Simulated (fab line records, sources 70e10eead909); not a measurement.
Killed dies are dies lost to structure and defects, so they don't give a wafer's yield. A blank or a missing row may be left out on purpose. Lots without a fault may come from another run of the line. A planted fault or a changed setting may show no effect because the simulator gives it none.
fab line records | flow nand_harc
record lots=6 wafers=18 last_day=32
route steps=1302 shown P_CONTACT@218 END@1302
lots that met no fault: from a run of the same line without faults
start_h: hours from the record's first day to the start of the lot's first wafer shown | wait_h: hours since the lot's step before | " the same as in the row above | L1.1+2: a row that stands for several wafers | - no value, or no start given | * or withheld: withheld | < > ~ a bound
route shown NAME@n: a module of which the file shows steps, and the number in the route of the first | usual: mean/standard deviation of fault-free wafers | same: alike in all rows | chamber/n: place in a boat | sites: the reading at each site | _std_site: their standard deviation | _edge_site: outer sites' mean less inner sites' | radius_mm: how far each site lies from the wafer's centre | mask NAME#n: copy n | behind: the tool/chamber that last shaped the wafer | hold: why the lot was held/for how many hours/how that ended | device: the transistor (n, p or np) that didn't switch | end of line: the same wafers' tests at the end of the route | a step without rows: its recipe alone | killed: dies lost to structure and defects at the first sort, not the wafer's yield | map: a wafer's dies, x killed, . not, _ none there
set.NAME: the setting as run; set.NAME@STEP: as run at that earlier step | model.NAME: the simulator's own value behind a step, which no gauge read
lots at some steps of the route; a table a step, a row a wafer
services: from which hour (start_h, from the record's first day; less than 0 if before it) a tool's chamber was out of use, for how many hours, and why
## steps
# step NHARC_P_CONTACT_DEP_00
# recipe target_thk_a=5000 temp_c=400 pressure_torr=6.5 rf_w=900 teos_flow_sccm=161.4 flow_sccm=2650 target_thk_nm=500 gas=O2 material=SiO2
# usual heater_power_outer_w=285/56 heater_power_w=543/74 throttle_valve_pct=15.6/0.45
# columns lot.wafer tool chamber start_h wait_h heater_power_outer_w heater_power_w throttle_valve_pct
L765.1 pecvd-03 1 - - 206 458 15.6
L765.6 " 2 " " 298 549 15.6
L765.5 " 1 " " 221 492 15.8
L776.2 pecvd-01 2 - - 345 632 16.5
L776.3 " 0 " " 313 636 15.9
L776.5 " 1 " " 417 704 15.2
L778.5 pecvd-02 1 - - 301 555 15.1
L778.6 " 2 " " 342 646 15.5
L778.4 " 0 " " 282 544 15.9
L779.1 pecvd-02 1 - - 245 484 15.1
L779.6 " 2 " " 327 614 15.7
L779.5 " 1 " " 261 503 15.1
L780.3 pecvd-03 2 - - 329 567 15.4
L780.5 " 1 " " 186 476 15.7
L780.6 " 2 " " 348 571 15.4
L781.1 pecvd-03 2 - - 339 576 15.5
L781.2 " 0 " " 333 519 15.9
L781.6 " 1 " " 235 524 15.6
# step NHARC_P_CONTACT_CMP_01
# recipe target_thk_nm=200 material=SiO2
# usual motor_current_A=11.8/1.1 slurry_filter_dp_kPa=13.49/0.13
# columns lot.wafer tool chamber start_h wait_h motor_current_A slurry_filter_dp_kPa
L765.1 cmp-03 1 132.21 - 12.6 13.25
L765.5 " 3 " " 11.8 13.30
L765.6 " 0 " " 11.8 13.80
L776.2 cmp-03 3 236.53 - 11.6 13.40
L776.3 " 0 " " 11.7 13.68
L776.5 " 3 " " 11.9 13.40
L778.4 cmp-04 3 267.58 - 11.6 13.58
L778.6 " 1 " " 10.2 13.60
L778.5 " 2 " " 13.5 13.52
L779.1 cmp-03 0 280.18 - 11.3 13.45
L779.6 " 1 " " 13.1 13.37
L779.5 " 2 " " 10.7 13.48
L780.3 cmp-04 3 282.09 - 11.7 13.51
L780.6 " 0 " " 11.5 13.65
L780.5 " 1 " " 10.7 13.47
L781.1 cmp-03 2 288.61 - 11.0 13.69
L781.2 " 3 " " 11.3 13.51
L781.6 " 1 " " 13.4 13.57
# step NHARC_P_CONTACT_SRD_03
# step NHARC_P_CONTACT_DEHYDRATE_04
# recipe temp_c=150 time_s=120
# step NHARC_P_CONTACT_HMDS_05
# recipe time_s=30
# step NHARC_P_CONTACT_COAT_33
# recipe temp_c=260 time_s=75
# step NHARC_P_CONTACT_COAT_34
# recipe temp_c=225 time_s=65
# step NHARC_P_CONTACT_COAT_06
# recipe spin_rpm=1500 resist_thk_nm=90
# step NHARC_P_CONTACT_SOFTBAKE_07
# recipe temp_c=105 time_s=55
# step NHARC_P_CONTACT_EBR_08
# step NHARC_P_CONTACT_EXPOSE_09
# recipe na=1.35 target_cd_nm=90 dose_mj=81.26 mask_id=P_CA
# step NHARC_P_CONTACT_PEB_10
# recipe peb_temp_c=100 peb_time_s=65
# usual heater_power_total_W=156.6/0.43 plate_temp_C=100.03/0.13
# columns lot.wafer tool chamber start_h wait_h heater_power_total_W plate_temp_C
L765.1 litho_track-06 0 132.92 0.1 157.1 100.13
L765.5 " 0 " " 155.9 99.99
L765.6 " 0 " " 156.7 100.16
L776.2 litho_track-04 0 237.28 0.1 157.1 99.98
L776.3 " 0 " " 156.0 100.21
L776.5 " 0 " " 156.1 100.09
L778.4 litho_track-04 0 268.29 0.0 163.9 103.54
L778.5 " 0 " " 164.6 103.39
L778.6 " 0 " " 164.1 103.48
L779.1 litho_track-04 0 281.37 0.1 164.2 103.49
L779.5 " 0 " " 163.6 103.57
L779.6 " 0 " " 164.1 103.43
L780.3 litho_track-06 0 282.77 0.0 157.2 100.16
L780.5 " 0 " " 156.4 100.06
L780.6 " 0 " " 155.9 100.10
L781.1 litho_track-06 0 289.32 0.1 157.1 99.89
L781.2 " 0 " " 156.2 100.02
L781.6 " 0 " " 157.1 99.83
# step NHARC_P_CONTACT_DEVELOP_11
# recipe develop_time_s=35 dev_temp_c=23
# step NHARC_P_CONTACT_CD_MEAS_12
# recipe target_cd_nm=90 landing_energy_ev=500
# usual cd_nm=90.0/0.64
# columns lot.wafer tool chamber start_h wait_h cd_nm
L765.1 cd_sem-03 0 133.00 - 89.9
L765.5 " 0 " " 90.8
L765.6 " 0 " " 89.9
L776.2 cd_sem-03 0 237.36 - 90.6
L776.3 " 0 " " 90.8
L776.5 " 0 " " 91.1
L778.4 cd_sem-03 0 268.37 - 102.0
L778.5 " 0 " " 103.3
L778.6 " 0 " " 102.9
L779.1 cd_sem-02 0 281.46 - 102.2
L779.5 " 0 " " 101.7
L779.6 " 0 " " 101.4
L780.3 cd_sem-03 0 282.85 - 89.8
L780.5 " 0 " " 91.2
L780.6 " 0 " " 90.0
L781.1 cd_sem-03 0 289.40 - 89.6
L781.2 " 0 " " 91.3
L781.6 " 0 " " 89.4
# step NHARC_P_CONTACT_OVL_MEAS_13
# usual overlay_x_nm=-0.2/0.79 overlay_y_nm=-0.2/0.72
# columns lot.wafer tool chamber start_h wait_h overlay_x_nm overlay_y_nm
L765.1 overlay-02 - 133.08 - -0.1 -1.1
L765.5 " - " " -0.4 -0.9
L765.6 " - " " -0.1 -0.7
L776.2 overlay-01 - 237.44 - 0.9 -0.7
L776.3 " - " " 0.7 -0.4
L776.5 " - " " 0.6 -0.5
L778.4 overlay-02 - 268.45 - -0.2 0.7
L778.5 " - " " -0.3 0.4
L778.6 " - " " -1.2 0.8
L779.1 overlay-01 - 281.56 - 0.9 0.6
L779.5 " - " " 0.3 -0.7
L779.6 " - " " 1.1 -0.4
L780.3 overlay-01 - 282.94 - -0.1 -0.4
L780.5 " - " " 0.8 -0.1
L780.6 " - " " -0.2 -0.5
L781.1 overlay-01 - 289.48 - -1.1 0.7
L781.2 " - " " -0.7 0.7
L781.6 " - " " -0.9 0.7
# step NHARC_P_CONTACT_INSPECT_14
# usual raw_defect_count=4.3/2.4
# columns lot.wafer tool chamber start_h wait_h raw_defect_count
L765.1 defect_inspect-01 - 133.12 0.0 7
L765.5 " - " " 4
L765.6 " - " " 8
L776.2 defect_inspect-01 - 237.48 0.0 3
L776.3 " - " " 2
L776.5 " - " " 0
L778.4 defect_inspect-02 - 268.49 0.0 4
L778.5 " - " " 7
L778.6 " - " " 4
L779.1 defect_inspect-02 - 281.60 0.0 1
L779.5 " - " " 2
L779.6 " - " " 3
L780.3 defect_inspect-02 - 282.97 0.0 4
L780.5 " - " " 3
L780.6 " - " " 3
L781.1 defect_inspect-02 - 289.52 0.0 5
L781.2 " - " " 4
L781.6 " - " " 5
# step NHARC_P_CONTACT_DESCUM_17
# recipe time_s=3 o2_flow_sccm=200 ar_flow_sccm=0 bias_power_w=0 chemistry=O2
# usual drypump_motor_current_A=5.9/0.47 oes_product_au=1.000/0.0094 rf_vpp_V=58.1/0.96 showerhead_plenum_p_Torr=1.96/0.048 throttle_valve_pct=11.310/0.009
# same bias_power_w=0
# columns lot.wafer tool chamber start_h wait_h drypump_motor_current_A oes_product_au rf_hours_counter_h rf_vpp_V showerhead_plenum_p_Torr throttle_valve_pct model.P_CONTACT.cd_nm
L765.1 rie_diel-08 3 133.19 0.1 5.5 1.013 2.7 58.5 1.93 11.318 89.9
L765.5 " 2 " " 5.4 1.011 - 59.3 1.94 11.331 90.76
L765.6 " 3 " " 5.5 1.019 - 56.7 1.93 11.305 89.25
L776.3 rie_diel-10 0 237.55 0.1 6.1 0.995 9.7 59.1 1.93 11.324 90.5
L776.2 " 1 " " 6.5 0.987 9.3 59.2 2.00 11.308 91.84
L776.5 " 0 " " 6.1 0.986 - 57.4 1.93 11.315 91.32
L778.4 rie_diel-08 2 268.57 0.1 5.4 1.003 2.4 58.3 1.94 11.323 102.9
L778.5 " 0 " " 6.6 1.008 - 57.4 1.94 11.307 102.9
L778.6 " 1 " " 5.9 1.016 - 58.1 2.05 11.316 103.7
L779.1 rie_diel-08 2 281.66 0.1 5.4 0.996 3.0 56.4 1.94 11.307 102.4
L779.5 " 2 " " 5.3 0.990 - 57.9 1.94 11.325 102.4
L779.6 " 3 " " 5.5 1.009 - 57.3 1.93 11.315 101.7
L780.3 rie_diel-13 3 283.04 0.1 6.1 0.996 2.4 58.2 1.97 11.315 88.93
L780.6 " 2 " " 5.5 0.989 - 58.7 1.97 11.305 89.22
L780.5 " 3 " " 6.1 0.998 - 56.8 1.97 11.302 90.38
L781.1 rie_diel-10 0 289.59 0.1 6.1 0.994 2.3 57.0 1.92 11.292 89.81
L781.2 " 1 " " 6.5 0.998 2.2 57.9 1.99 11.302 92.49
L781.6 " 0 " " 6.1 0.985 - 57.3 1.92 11.307 90.41
# step NHARC_P_CONTACT_ETCH_35
# recipe target_depth_a=390 over_etch_frac=0.3 time_s=65 ion_energy_ev=80 cf4_flow_sccm=150 ar_flow_sccm=0 rf_w=300 bias_w=100 chemistry=CF4
# usual drypump_motor_current_A=5.9/0.47 oes_product_au=0.999/0.009 rf_vpp_V=151.8/0.98 showerhead_plenum_p_Torr=1.81/0.039 throttle_valve_pct=13.284/0.009
# columns lot.wafer tool chamber start_h wait_h drypump_motor_current_A oes_product_au rf_hours_counter_h rf_vpp_V showerhead_plenum_p_Torr throttle_valve_pct
L765.1 rie_diel-08 1 133.28 0.1 5.9 0.997 2.5 150.0 1.88 13.286
L765.5 " 2 " " 5.4 0.999 - 151.8 1.79 13.291
L765.6 " 3 " " 5.5 1.010 - 151.6 1.78 13.274
L776.2 rie_diel-10 1 237.64 0.1 6.5 0.991 9.3 150.4 1.84 13.281
L776.3 " 0 " " 6.1 0.995 9.7 149.8 1.78 13.286
L776.5 " 3 " " 5.1 0.993 - 151.2 1.73 13.284
L778.4 rie_diel-08 0 268.64 0.1 6.6 0.993 2.0 151.1 1.79 13.284
L778.6 " 3 " " 5.5 0.995 - 150.9 1.78 13.285
L778.5 " 0 " " 6.6 0.986 - 150.7 1.79 13.300
L779.1 rie_diel-08 1 281.76 0.1 5.9 1.022 3.1 154.2 1.88 13.279
L779.5 " 3 " " 5.5 0.993 - 152.1 1.78 13.290
L779.6 " 0 " " 6.6 0.996 - 151.4 1.79 13.281
L780.3 rie_diel-13 1 283.12 0.1 5.5 0.997 2.2 151.5 1.83 13.276
L780.6 " 0 " " 6.4 0.997 - 152.3 1.78 13.276
L780.5 " 1 " " 5.5 0.996 - 152.4 1.83 13.297
L781.2 rie_diel-10 3 289.67 0.1 5.1 0.981 0.7 150.2 1.73 13.282
L781.1 " 2 " " 6.6 1.011 2.1 151.2 1.88 13.280
L781.6 " 0 " " 6.1 0.990 - 151.0 1.78 13.278
# step NHARC_P_CONTACT_ETCH_36
# recipe target_depth_a=2600 over_etch_frac=0.25 time_s=406.25 ion_energy_ev=200 n2_flow_sccm=150 h2_flow_sccm=150 ar_flow_sccm=0 rf_w=400 bias_w=150 chemistry=N2/H2
# usual drypump_motor_current_A=5.9/0.48 oes_product_au=0.999/0.0097 rf_vpp_V=432.1/1.7 showerhead_plenum_p_Torr=2.09/0.051 throttle_valve_pct=14.171/0.0089
# columns lot.wafer tool chamber start_h wait_h drypump_motor_current_A oes_product_au rf_hours_counter_h rf_vpp_V showerhead_plenum_p_Torr throttle_valve_pct
L765.1 rie_diel-08 3 - - 5.5 1.014 2.8 430.9 2.06 14.173
L765.6 " 1 " " 5.9 1.007 - 436.1 2.19 14.139
L765.5 " 2 " " 5.4 0.997 - 431.0 2.07 14.162
L776.2 rie_diel-10 1 - - 6.5 1.000 9.4 433.4 2.13 14.168
L776.3 " 3 " " 5.2 0.988 9.7 428.4 1.99 14.170
L776.5 " 3 " " 5.2 0.994 - 430.0 1.99 14.181
L778.4 rie_diel-08 1 - - 5.9 1.016 2.6 433.3 2.18 14.191
L778.5 " 1 " " 5.9 1.001 - 432.6 2.18 14.172
L778.6 " 2 " " 5.4 0.991 - 431.4 2.07 14.167
L779.1 rie_diel-08 3 - - 5.5 1.007 1.9 430.8 2.06 14.167
L779.6 " 2 " " 5.4 0.990 - 431.5 2.07 14.169
L779.5 " 3 " " 5.5 0.994 - 430.8 2.06 14.164
L780.3 rie_diel-13 2 - - 5.5 1.011 2.3 432.3 2.10 14.160
L780.6 " 3 " " 6.1 0.997 - 432.8 2.10 14.178
L780.5 " 0 " " 6.5 1.001 - 432.5 2.05 14.167
L781.1 rie_diel-10 3 - - 5.1 0.983 0.7 427.8 1.99 14.169
L781.2 " 2 " " 6.6 1.000 2.2 434.1 2.18 14.149
L781.6 " 0 " " 6.1 0.982 - 430.9 2.05 14.157
# step NHARC_P_CONTACT_ETCH_18
# recipe target_depth_a=4810 time_s=240.5 c4f8_flow_sccm=20 o2_flow_sccm=10 ar_flow_sccm=withheld rf_w=600 bias_w=1500 chemistry=C4F8/O2/Ar
# usual oes_product_au=0.962/0.013 rf_vpp_V=982/3.1
# columns lot.wafer tool chamber start_h wait_h oes_product_au rf_hours_counter_h rf_vpp_V
L765.1 rie_diel-08 2 - - 0.966 2.7 980
L765.5 " 2 " " 0.963 - 981
L765.6 " 1 " " 0.964 - 987
L776.2 rie_diel-10 3 - - 0.949 9.9 975
L776.3 " 1 " " 0.959 9.6 983
L776.5 " 0 " " 0.948 - 980
L778.4 rie_diel-08 2 - - 0.978 2.7 978
L778.5 " 1 " " 0.969 - 986
L778.6 " 2 " " 0.965 - 978
L779.1 rie_diel-08 2 - - 0.960 3.3 982
L779.5 " 3 " " 0.957 - 980
L779.6 " 0 " " 0.962 - 980
L780.3 rie_diel-13 1 - - 0.973 2.3 983
L780.6 " 1 " " 0.969 - 983
L780.5 " 2 " " 0.952 - 981
L781.1 rie_diel-10 1 - - 0.980 2.4 983
L781.2 " 2 " " 0.984 2.3 986
L781.6 " 1 " " 0.980 - 983
# step NHARC_P_CONTACT_STRIP_37
# recipe c4f8_flow_sccm=withheld o2_flow_sccm=8 ar_flow_sccm=withheld bias_w=0 chemistry=C4F8/O2/Ar
# step NHARC_P_CONTACT_ETCH_31
# recipe target_depth_a=300 time_s=85.7 ion_energy_ev=120 over_etch_frac=1 ch3f_flow_sccm=50 o2_flow_sccm=30 ar_flow_sccm=200 rf_w=500 bias_w=100 chemistry=CH3F/O2
# usual drypump_motor_current_A=5.9/0.46 oes_product_au=0.979/0.0097 rf_vpp_V=245.2/1.1 showerhead_plenum_p_Torr=2.52/0.057 throttle_valve_pct=20.664/0.0088
# columns lot.wafer tool chamber start_h wait_h drypump_motor_current_A oes_product_au rf_hours_counter_h rf_vpp_V showerhead_plenum_p_Torr throttle_valve_pct model.P_CONTACT.cd_nm
L765.1 rie_diel-08 2 - - 5.4 0.980 2.8 244.3 2.49 20.666 89.31
L765.5 " 1 " " 5.9 0.999 - 246.1 2.62 20.661 90.89
L765.6 " 2 " " 5.4 0.973 - 243.9 2.49 20.654 88.12
L776.3 rie_diel-10 1 - - 6.4 0.990 9.7 244.9 2.56 20.661 87.69
L776.2 " 3 " " 5.1 0.982 10.0 244.3 2.40 20.664 90.22
L776.5 " 0 " " 6.1 0.976 - 244.1 2.47 20.673 88.69
L778.4 rie_diel-08 3 - - 5.5 0.993 1.6 243.4 2.48 20.666 101.6
L778.5 " 1 " " 5.9 0.999 - 247.1 2.62 20.664 101.7
L778.6 " 2 " " 5.4 0.986 - 245.5 2.49 20.664 105.2
L779.1 rie_diel-08 1 - - 5.9 0.999 3.3 246.1 2.62 20.654 100.1
L779.6 " 1 " " 5.9 0.998 - 247.7 2.62 20.657 101.9
L779.5 " 2 " " 5.4 0.976 - 244.7 2.49 20.670 100.4
L780.3 rie_diel-13 1 - - 5.5 0.982 2.5 245.7 2.55 20.654 87.95
L780.5 " 3 " " 6.1 0.977 - 244.8 2.53 20.676 92.29
L780.6 " 0 " " 6.5 0.987 - 246.1 2.47 20.645 91.36
L781.2 rie_diel-10 0 - - 6.1 0.967 2.6 244.6 2.47 20.682 94.4
L781.1 " 2 " " 6.6 0.997 2.4 247.7 2.62 20.658 90.94
L781.6 " 0 " " 6.1 0.964 - 244.1 2.47 20.677 89.92
# step NHARC_P_CONTACT_CD_MEAS_19
# usual cd_nm=89.7/1.7
# columns lot.wafer tool chamber start_h wait_h cd_nm
L765.1 cd_sem-02 - 134.20 - 89.3
L765.5 " - " " 90.6
L765.6 " - " " 88.2
L776.2 cd_sem-03 - 238.56 - 90.7
L776.3 " - " " 87.5
L776.5 " - " " 88.8
L778.4 cd_sem-01 - 269.43 - 102.2
L778.5 " - " " 101.4
L778.6 " - " " 105.3
L779.1 cd_sem-02 - 282.54 - 99.8
L779.5 " - " " 100.4
L779.6 " - " " 102.1
L780.3 cd_sem-01 - 283.91 - 87.7
L780.5 " - " " 92.2
L780.6 " - " " 91.2
L781.1 cd_sem-03 - 290.45 - 90.9
L781.2 " - " " 94.2
L781.6 " - " " 90.0
# step NHARC_END_SORT_01
# recipe temp_c=25
# usual killed_at_array=58/20 killed_at_other=0.8/1 killed_at_periphery=4.6/2.8 killed_dies=63/19 killed_open=3.4/2 killed_short=2.4/1.8
# same gross_dies=677
# columns lot.wafer tool chamber start_h wait_h killed_at_array killed_at_other killed_at_periphery killed_dies killed_open killed_short
L776.2 prober-01 0 679.76 2.8 37 1 5 43 9 4
L776.3 prober-01 0 680.56 3.1 40 1 3 44 2 8
L776.5 prober-01 0 682.15 3.7 37 3 1 41 4 1
L779.1 prober-01 0 716.95 2.5 70 0 13 83 3 1
L779.5 prober-01 0 720.12 3.7 88 0 30 118 4 1
L779.6 prober-01 0 720.91 4.0 120 1 41 162 4 2
L778.4 prober-02 0 728.98 3.4 29 0 56 85 3 1
L778.5 prober-02 0 729.79 3.7 26 0 56 82 0 2
L778.6 prober-02 0 730.60 4.0 22 4 62 88 3 2
# killed by level:class
L776.2 A_CHANNEL_HOLE_D2:chamber_film_flake=13 A_CHANNEL_HOLE_D1:chamber_film_flake=4 A_STAIRCASE:chamber_film_flake=4 P_M2:geometric_particle:open=3 A_CHANNEL_FILL_D2:geometric_particle:open=3 A_DECK1_JOINT:geometric_particle:short=2 A_WL_FILL:geometric_particle:open=2 A_ZERO_WELL:chamber_film_flake=2
L776.3 A_CHANNEL_HOLE_D2:chamber_film_flake=16 A_CHANNEL_HOLE_D1:chamber_film_flake=5 A_ZERO_WELL:chamber_film_flake=3 A_STAIRCASE:chamber_film_flake=3 A_CONTACT:chamber_film_flake=3 P_ZERO_WELL:chamber_film_flake=2 P_GATE:geometric_particle:short=1 A_ONON_D1:geometric_particle:short=1
L776.5 A_CHANNEL_HOLE_D2:chamber_film_flake=24 A_CHANNEL_HOLE_D1:chamber_film_flake=4 THIN_TSV:chamber_film_flake=3 A_M0:geometric_particle:open=2 A_ONON_D1:geometric_particle:short=1 A_SGD_CUT:geometric_particle:open=1 A_BLC:geometric_particle:open=1 P_M2:chamber_film_flake=1
L779.1 A_CHANNEL_HOLE_D2:chamber_film_flake=21 A_CHANNEL_HOLE_D1:chamber_film_flake=19 A_SLIT:chamber_film_flake=13 P_CONTACT:area_peb=10 A_CONTACT:chamber_film_flake=9 A_SGD_CUT:chamber_film_flake=4 P_CONTACT:geometric_particle:open=2 A_STAIRCASE:chamber_film_flake=2
L779.5 A_SLIT:chamber_film_flake=30 P_CONTACT:area_peb=24 A_CHANNEL_HOLE_D1:chamber_film_flake=22 A_CONTACT:chamber_film_flake=13 A_CHANNEL_HOLE_D2:chamber_film_flake=12 A_SGD_CUT:chamber_film_flake=7 P_GATE:geometric_particle:open=1 P_CONTACT:geometric_particle:open=1
L779.6 P_CONTACT:area_peb=37 A_CHANNEL_HOLE_D1:chamber_film_flake=36 A_CHANNEL_HOLE_D2:chamber_film_flake=30 A_SLIT:chamber_film_flake=24 A_CONTACT:chamber_film_flake=17 A_SGD_CUT:chamber_film_flake=3 A_CHANNEL_FILL_D2:geometric_particle:short=2 P_M1:chamber_film_flake=2
L778.4 P_CONTACT:area_peb=51 A_CHANNEL_HOLE_D1:chamber_film_flake=13 A_SLIT:chamber_film_flake=5 A_STAIRCASE:chamber_film_flake=3 A_CONTACT:chamber_film_flake=3 P_M1:chamber_film_flake=2 P_STI:geometric_particle:open=1 P_M0:geometric_particle:short=1
L778.5 P_CONTACT:area_peb=54 A_CHANNEL_HOLE_D1:chamber_film_flake=10 A_STAIRCASE:chamber_film_flake=4 A_SLIT:chamber_film_flake=4 A_DECK1_JOINT:chamber_film_flake=2 A_WL_FILL:chamber_film_flake=2 A_DECK1_JOINT:geometric_particle:short=1 A_WL_FILL:geometric_particle:short=1
L778.6 P_CONTACT:area_peb=55 A_CHANNEL_HOLE_D1:chamber_film_flake=9 THIN_TSV:chamber_film_flake=4 P_M1:chamber_film_flake=3 A_SLIT:chamber_film_flake=3 A_STAIRCASE:chamber_film_flake=2 A_WL_FILL:chamber_film_flake=2 P_GATE:geometric_particle:open=1
# map L778.6 (x killed, . not)
____________.____________
_________.xxx..._________
_______x....x.x..._______
______..........x.x______
_____..........x.x.x_____
____x.....x..........____
____.......x........x____
___...................___
___...................___
__x...................x__
__.x.................x.__
_x......................_
_......................x_
_x..x....x........x....x_
_xx............x........_
_xx.x..................._
xxxx.................x.x.
..xx.xx..................
xx....x.............x....
x..x...................x.
x...................x....
_x..................x..x_
_xx........x............_
_...........x.........xx_
_x.x...................._
_xxx..........x........x_
__........x............__
__x.................x..__
___..............x....___
___x..................___
____.................____
____x.x............x.____
_____.x............x_____
______x.xx.......xx______
_______.....x..x.x_______
_________...xx.x_________
____________.____________
# map L779.6 (x killed, . not)
____________.____________
_________....x.._________
_______.......x..._______
______x...........x______
_____..x.......x.x.._____
____....xxx..........____
____.xx..............____
___x...........x......___
___..xx............x..___
__.x.x.x.............xx__
__.x.x.................__
_x.x..xx...............x_
_xxxx..................x_
_x..x..................._
_x.x...................x_
_xxx..................x._
xxxx.....................
xxxx...x.....xx.......x.x
x.x.xxxxx....x..........x
xx.x.x.xx...xxxx...x.....
x.xxxxxxx..x.xxx.........
_..x.xx..x..xx.x.x......_
_.x.xxxx....x.xxx......._
_...xxxxxx...xxxx......._
_x.....x....xxxxx......x_
_..xxxx.xx.xx..xx......x_
__x.x..xx.x..x.........__
__..x.................x__
___...................___
___x...x.......x.x....___
____..............x..____
____.................____
_____xx.......x...x._____
______..x..x.....xx______
_______.x.x.x.x.xx_______
_________..x...._________
____________.____________
## services
# columns tool chamber start_h hours kind
rie_diel-08 3 111.71 4.1 repair
cmp-03 - 115.47 0.2 repair
cmp-03 - 125.52 0.9 repair
rie_diel-08 0 129.75 7.4 repair
rie_diel-13 0 153.55 8.5 repair
rie_diel-10 - 157.75 1.0 repair
cmp-03 - 162.00 4.0 pm
rie_diel-13 - 165.03 9.0 pm
cmp-03 - 183.51 1.4 repair
rie_diel-08 - 190.80 9.0 pm
rie_diel-08 0 201.78 3.5 repair
cmp-03 - 210.12 0.7 repair
rie_diel-08 - 210.47 1.5 repair
rie_diel-13 1 219.86 3.0 repair
rie_diel-10 2 221.95 30.9 repair
rie_diel-08 3 223.95 6.8 repair
cmp-03 - 235.10 0.9 repair
rie_diel-10 - 242.50 9.0 pm
cmp-03 - 256.10 1.3 repair
cmp-03 - 260.06 4.0 pm
rie_diel-10 3 261.94 11.0 repair
rie_diel-08 1 263.95 4.3 repair
cmp-03 - 276.59 1.0 repair
rie_diel-13 1 284.03 6.1 repair
## key
first_sign step=NHARC_P_CONTACT_PEB_10 reading=plate_temp_C direction=up sigmas=26 usual=* struck=*
effect step=NHARC_P_CONTACT_PEB_10 reading=heater_power_total_W direction=up sigmas=17 usual=* struck=*
effect step=NHARC_P_CONTACT_CD_MEAS_12 reading=cd_nm direction=up sigmas=19 usual=90.0 struck=102.3
effect step=NHARC_P_CONTACT_CD_MEAS_19 reading=cd_nm direction=up sigmas=7.1 usual=89.7 struck=101.9
effect step=NHARC_END_SORT_01 reading=killed_at_periphery direction=up sigmas=14 usual=4.6 struck=43
model_effect step=NHARC_P_CONTACT_DESCUM_17 value=P_CONTACT.cd_nm without=90.8 struck=102.7
model_effect step=NHARC_P_CONTACT_ETCH_31 value=P_CONTACT.cd_nm without=89.97 struck=101.8
more_kills_born_at NHARC_P_CONTACT_PEB_10@litho_track-04=231
met_at NHARC_P_CONTACT_PEB_10
struck_wafers L778.4,L778.5,L778.6,L779.1,L779.5,L779.6
tester_left_out L778,L779
onset_between 237.28 268.29
fault kind=process_parameter_drift tool=litho_track-04 chamber=- onset_h=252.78 steps=NHARC_P_CONTACT_PEB_10 channel=peb_temp_c offset=* shape=step end_h=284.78 acts_in=* stated=*
# tester_left_out: of these lots the tester's yield and bins aren't shown, on N5 and GAA mostly nor the transistor test; their killed dies are dies lost to structure and defects alone, not to doping, threshold or leakage, so they don't give the yield
